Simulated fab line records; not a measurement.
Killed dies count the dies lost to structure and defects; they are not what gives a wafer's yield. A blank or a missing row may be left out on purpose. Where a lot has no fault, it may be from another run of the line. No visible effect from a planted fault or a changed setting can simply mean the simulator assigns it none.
Split-lot study || flow n5_finfet || 39 wafers read from 7 lots, route of 1938 steps

== SPLIT DETAILS ==
At N5_BEOL_M4_DESCUM_16 (chemistry O2, time 7 s), the setting time_s was moved away from the recipe's 7 s on 18 of the 39 wafers read, by -16.5% to +54.6%. All remaining wafers had this setting at the recipe value.

== SPLIT TO READING: what lies between them in the file, 1 step ==
- N5_BEOL_M4_ETCH_74: etches underlayer in N2/H2, target depth 6.5 nm, time 5.2 s

== THE READING ==
BEOL_M4.cd_offset_nm (the simulator's own value, which no gauge read), in nm, at N5_BEOL_M4_ETCH_63 (etches SiARC in CF4, target depth 15.6 nm, time 26 s). No usual value for it is given in the file. The 21 wafers here that ran the recipe average -0.1 nm, standard deviation 0.15 nm.

{"wafer": "L075.1", "tool, chamber at the split": "rie_diel-02, 2,1", "time_s as run, s": 7, "against the recipe": "recipe", "BEOL_M4.cd_offset_nm, nm": 0.2, "against lot-mates on the recipe": "-"}
{"wafer": "L075.2", "tool, chamber at the split": "rie_diel-02, 2,1", "time_s as run, s": 7, "against the recipe": "recipe", "BEOL_M4.cd_offset_nm, nm": 0, "against lot-mates on the recipe": "-"}
{"wafer": "L075.3", "tool, chamber at the split": "rie_diel-02, 3,0,0", "time_s as run, s": 5.847, "against the recipe": "-16.5%", "BEOL_M4.cd_offset_nm, nm": 0, "against lot-mates on the recipe": -0.1}
{"wafer": "L075.4", "tool, chamber at the split": "rie_diel-02, 3,0,0", "time_s as run, s": 5.847, "against the recipe": "-16.5%", "BEOL_M4.cd_offset_nm, nm": 0, "against lot-mates on the recipe": -0.1}
{"wafer": "L075.5", "tool, chamber at the split": "rie_diel-02, 3,0,0", "time_s as run, s": 5.847, "against the recipe": "-16.5%", "BEOL_M4.cd_offset_nm, nm": -0.2, "against lot-mates on the recipe": -0.3}
{"wafer": "L075.6", "tool, chamber at the split": "rie_diel-02, 1", "time_s as run, s": 7, "against the recipe": "recipe", "BEOL_M4.cd_offset_nm, nm": 0, "against lot-mates on the recipe": "-"}
{"wafer": "L076.1", "tool, chamber at the split": "rie_diel-05, 1", "time_s as run, s": 7, "against the recipe": "recipe", "BEOL_M4.cd_offset_nm, nm": -0.4, "against lot-mates on the recipe": "-"}
{"wafer": "L076.2", "tool, chamber at the split": "rie_diel-05, 3,2,1", "time_s as run, s": 8.929, "against the recipe": "+27.6%", "BEOL_M4.cd_offset_nm, nm": 0, "against lot-mates on the recipe": "+0.3"}
{"wafer": "L076.4", "tool, chamber at the split": "rie_diel-05, 3,2,1", "time_s as run, s": 8.929, "against the recipe": "+27.6%", "BEOL_M4.cd_offset_nm, nm": 0, "against lot-mates on the recipe": "+0.3"}
{"wafer": "L076.3", "tool, chamber at the split": "rie_diel-05, 0,2", "time_s as run, s": 7, "against the recipe": "recipe", "BEOL_M4.cd_offset_nm, nm": -0.2, "against lot-mates on the recipe": "-"}
{"wafer": "L076.5", "tool, chamber at the split": "rie_diel-05, 0,2", "time_s as run, s": 7, "against the recipe": "recipe", "BEOL_M4.cd_offset_nm, nm": -0.2, "against lot-mates on the recipe": "-"}
{"wafer": "L076.6", "tool, chamber at the split": "rie_diel-05, 3,2,1", "time_s as run, s": 8.929, "against the recipe": "+27.6%", "BEOL_M4.cd_offset_nm, nm": -0.2, "against lot-mates on the recipe": "+0.1"}
{"wafer": "L077.1", "tool, chamber at the split": "rie_diel-02, 3,2,1", "time_s as run, s": 10.03, "against the recipe": "+43.3%", "BEOL_M4.cd_offset_nm, nm": 0.2, "against lot-mates on the recipe": "+0.4"}
{"wafer": "L077.6", "tool, chamber at the split": "rie_diel-02, 3,2,1", "time_s as run, s": 10.03, "against the recipe": "+43.3%", "BEOL_M4.cd_offset_nm, nm": 0.2, "against lot-mates on the recipe": "+0.4"}
{"wafer": "L077.2", "tool, chamber at the split": "rie_diel-02, 0,1,2", "time_s as run, s": 7, "against the recipe": "recipe", "BEOL_M4.cd_offset_nm, nm": -0.2, "against lot-mates on the recipe": "-"}
{"wafer": "L077.4", "tool, chamber at the split": "rie_diel-02, 0,1,2", "time_s as run, s": 7, "against the recipe": "recipe", "BEOL_M4.cd_offset_nm, nm": -0.2, "against lot-mates on the recipe": "-"}
{"wafer": "L077.5", "tool, chamber at the split": "rie_diel-02, 0,1,2", "time_s as run, s": 7, "against the recipe": "recipe", "BEOL_M4.cd_offset_nm, nm": -0.2, "against lot-mates on the recipe": "-"}
{"wafer": "L077.3", "tool, chamber at the split": "rie_diel-02, 3,2,1", "time_s as run, s": 10.03, "against the recipe": "+43.3%", "BEOL_M4.cd_offset_nm, nm": 0.4, "against lot-mates on the recipe": "+0.6"}
{"wafer": "L078.1", "tool, chamber at the split": "rie_diel-02, 0,2,3", "time_s as run, s": 7, "against the recipe": "recipe", "BEOL_M4.cd_offset_nm, nm": -0.2, "against lot-mates on the recipe": "-"}
{"wafer": "L078.3", "tool, chamber at the split": "rie_diel-02, 0,2,3", "time_s as run, s": 7, "against the recipe": "recipe", "BEOL_M4.cd_offset_nm, nm": -0.2, "against lot-mates on the recipe": "-"}
{"wafer": "L078.5", "tool, chamber at the split": "rie_diel-02, 0,2,3", "time_s as run, s": 7, "against the recipe": "recipe", "BEOL_M4.cd_offset_nm, nm": -0.2, "against lot-mates on the recipe": "-"}
{"wafer": "L078.2", "tool, chamber at the split": "rie_diel-02, 3,1,2", "time_s as run, s": 10.82, "against the recipe": "+54.6%", "BEOL_M4.cd_offset_nm, nm": 0.2, "against lot-mates on the recipe": "+0.4"}
{"wafer": "L078.4", "tool, chamber at the split": "rie_diel-02, 3,1,2", "time_s as run, s": 10.82, "against the recipe": "+54.6%", "BEOL_M4.cd_offset_nm, nm": 0.4, "against lot-mates on the recipe": "+0.6"}
{"wafer": "L078.6", "tool, chamber at the split": "rie_diel-02, 3,1,2", "time_s as run, s": 10.82, "against the recipe": "+54.6%", "BEOL_M4.cd_offset_nm, nm": 0.4, "against lot-mates on the recipe": "+0.6"}
{"wafer": "L080.1", "tool, chamber at the split": "rie_diel-05, 0,2", "time_s as run, s": 8.826, "against the recipe": "+26.1%", "BEOL_M4.cd_offset_nm, nm": 0.2, "against lot-mates on the recipe": "+0.3"}
{"wafer": "L080.2", "tool, chamber at the split": "rie_diel-05, 2,1", "time_s as run, s": 7, "against the recipe": "recipe", "BEOL_M4.cd_offset_nm, nm": 0, "against lot-mates on the recipe": "-"}
{"wafer": "L080.4", "tool, chamber at the split": "rie_diel-05, 1", "time_s as run, s": 7, "against the recipe": "recipe", "BEOL_M4.cd_offset_nm, nm": 0, "against lot-mates on the recipe": "-"}
{"wafer": "L080.3", "tool, chamber at the split": "rie_diel-05, 3", "time_s as run, s": 8.826, "against the recipe": "+26.1%", "BEOL_M4.cd_offset_nm, nm": 0.4, "against lot-mates on the recipe": "+0.5"}
{"wafer": "L080.5", "tool, chamber at the split": "rie_diel-05, 0,2", "time_s as run, s": 8.826, "against the recipe": "+26.1%", "BEOL_M4.cd_offset_nm, nm": 0.4, "against lot-mates on the recipe": "+0.5"}
{"wafer": "L080.6", "tool, chamber at the split": "rie_diel-05, 2,1", "time_s as run, s": 7, "against the recipe": "recipe", "BEOL_M4.cd_offset_nm, nm": -0.2, "against lot-mates on the recipe": "-"}
{"wafer": "L088.2", "tool, chamber at the split": "rie_diel-04, 1,2,2", "time_s as run, s": 7, "against the recipe": "recipe", "BEOL_M4.cd_offset_nm, nm": 0.2, "against lot-mates on the recipe": "-"}
{"wafer": "L088.3", "tool, chamber at the split": "rie_diel-04, 1,2,2", "time_s as run, s": 7, "against the recipe": "recipe", "BEOL_M4.cd_offset_nm, nm": 0, "against lot-mates on the recipe": "-"}
{"wafer": "L088.5", "tool, chamber at the split": "rie_diel-04, 1,2,2", "time_s as run, s": 7, "against the recipe": "recipe", "BEOL_M4.cd_offset_nm, nm": 0, "against lot-mates on the recipe": "-"}
{"wafer": "L089.1", "tool, chamber at the split": "rie_diel-05, 2,1,3", "time_s as run, s": 8.174, "against the recipe": "+16.8%", "BEOL_M4.cd_offset_nm, nm": 0, "against lot-mates on the recipe": "+0.1"}
{"wafer": "L089.2", "tool, chamber at the split": "rie_diel-05, 0,3", "time_s as run, s": 7, "against the recipe": "recipe", "BEOL_M4.cd_offset_nm, nm": 0, "against lot-mates on the recipe": "-"}
{"wafer": "L089.3", "tool, chamber at the split": "rie_diel-05, 0,3", "time_s as run, s": 7, "against the recipe": "recipe", "BEOL_M4.cd_offset_nm, nm": 0, "against lot-mates on the recipe": "-"}
{"wafer": "L089.4", "tool, chamber at the split": "rie_diel-05, 2,1,3", "time_s as run, s": 8.174, "against the recipe": "+16.8%", "BEOL_M4.cd_offset_nm, nm": 0, "against lot-mates on the recipe": "+0.1"}
{"wafer": "L089.5", "tool, chamber at the split": "rie_diel-05, 2", "time_s as run, s": 7, "against the recipe": "recipe", "BEOL_M4.cd_offset_nm, nm": -0.2, "against lot-mates on the recipe": "-"}
{"wafer": "L089.6", "tool, chamber at the split": "rie_diel-05, 2,1,3", "time_s as run, s": 8.174, "against the recipe": "+16.8%", "BEOL_M4.cd_offset_nm, nm": 0.2, "against lot-mates on the recipe": "+0.3"}
Where a row lists several chambers, the file gives one row for several wafers and doesn't say which wafer went through which chamber.

THE FIT
A straight line over all 39 wafers: BEOL_M4.cd_offset_nm changes by +0.00719 nm for each +1% of time_s; r = +0.68; the points scatter about the line by 0.16 nm.
The same after taking each lot's own level away (the mean of its wafers on the recipe; 39 wafers): +0.0101 nm for each +1%; r = +0.90; scatter 0.1 nm.
Per that fit: largest time_s move, reading shift of 0.55 nm.
From -0.27 to 0.07 nm: that is the span of the lots' own levels, equal to 2.3 times the standard deviation above.
So the lot-to-lot level blurs the effect unless lot-mates are compared.
Check: with one of the wafers moved furthest among these (+54.6%) left out of the fit, the line predicts +0.581 nm for it against its lot-mates. It came out at +0.4 nm against them.

== OTHER SPLITS ON THESE WAFERS ==
Note: prior to the reading, these wafers also went through further splits. Each is held against what the fit with the lots' levels taken away leaves over:
{"other split on the same wafers": "N5_MOL_CONTACT_COAG_ALD_131 ald_cycles", "wafers away from the commonest value": 15, "r with BEOL_M4.cd_offset_nm (lot level and that fit taken away)": "+0.17"}
{"other split on the same wafers": "N5_BEOL_M2_DESCUM_33 time_s", "wafers away from the commonest value": 15, "r with BEOL_M4.cd_offset_nm (lot level and that fit taken away)": "+0.18"}

== THE WHOLE CHAIN: every reading that the file lists as answering this split, in the file's order ==
{"step": "N5_BEOL_M4_DESCUM_16", "what it does": "chemistry O2, time 7 s", "reading": "CAR-EUV_of_BEOL_M4_COAT_05.thk_nm (the simulator's own value, which no gauge read)", "change (the file's fit)": "-0.035 nm for each +1% of the setting", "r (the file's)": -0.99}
{"step": "N5_BEOL_M4_ETCH_74", "what it does": "etches underlayer in N2/H2, target depth 6.5 nm, time 5.2 s", "reading": "BEOL_M4.cd_offset_nm (the simulator's own value, which no gauge read)", "change (the file's fit)": "+0.00961 nm for each +1% of the setting", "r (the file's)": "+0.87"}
{"step": "N5_BEOL_M4_ETCH_63", "what it does": "etches SiARC in CF4, target depth 15.6 nm, time 26 s", "reading": "CAR-EUV_of_BEOL_M4_COAT_05.thk_nm (the simulator's own value, which no gauge read)", "change (the file's fit)": "-0.0342 nm for each +1% of the setting", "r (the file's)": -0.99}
{"step": "N5_BEOL_M4_ETCH_63", "what it does": "etches SiARC in CF4, target depth 15.6 nm, time 26 s", "reading": "BEOL_M4.cd_offset_nm (the simulator's own value, which no gauge read)", "change (the file's fit)": "+0.0102 nm for each +1% of the setting", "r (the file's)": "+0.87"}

== FILE'S OWN FIT ==
BEOL_M4.cd_offset_nm changes by +0.0102 nm for each +1% of time_s, r = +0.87.
